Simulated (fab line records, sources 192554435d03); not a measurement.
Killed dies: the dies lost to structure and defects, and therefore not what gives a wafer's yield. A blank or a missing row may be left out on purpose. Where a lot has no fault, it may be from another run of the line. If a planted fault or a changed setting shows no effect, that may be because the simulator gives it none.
Matching of chambers | flow n5-finfet | pecvd-03 running N5_BEOL_M4_PECVD_72: 3 sister chambers
The step deposits SiO2 from TEOS/O2, target thk 16 nm, time 18 s. 3 wafers are shown with their chamber, then 9 later ones without.

== EACH WAFER AND ITS CHAMBER ==
wafer  | chamber | throttle-valve-pct (%)
L087.1 | 2       | 21.0
L087.5 | 1       | 23.4
L087.6 | 0       | 22.9

== WAFERS WITHOUT THEIR CHAMBER ==
wafer  | throttle-valve-pct (%)
L090.1 | 23.1
L090.3 | 20.9
L090.4 | 23.0
L092.1 | 21.1
L092.2 | 22.8
L092.4 | 23.2
L096.1 | 21.3
L096.2 | 22.9
L096.5 | 22.6

== WHICH CHAMBER EACH ONE RAN IN ==
wafer  | from the rows above     | in truth
L090.1 | can't be placed: 0 or 1 | 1
L090.3 | 2                       | 2
L090.4 | can't be placed: 0 or 1 | 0
L092.1 | 2                       | 2
L092.2 | 0                       | 0
L092.4 | can't be placed: 1 or 0 | 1
L096.1 | 2                       | 2
L096.2 | 0                       | 0
L096.5 | 0                       | 0
Placed correctly: 6 of 9. Can't be placed from these rows: 3 (the true chamber is among the candidates in 3). Wrongly placed: 0.
How it was worked out, from the rows above alone: a wafer's distance from a chamber is the root of the sum, over the readings, of the square of ((its reading less the chamber's mean) divided by the reading's scatter). The wafer belongs to the nearest chamber; if the next one is less than 2 further off, it can't be placed. For every chamber, the mean is computed from those of its wafers that are shown. The scatter: root of mean squared gap, hidden wafer to nearest shown wafer, with one shown wafer a chamber.
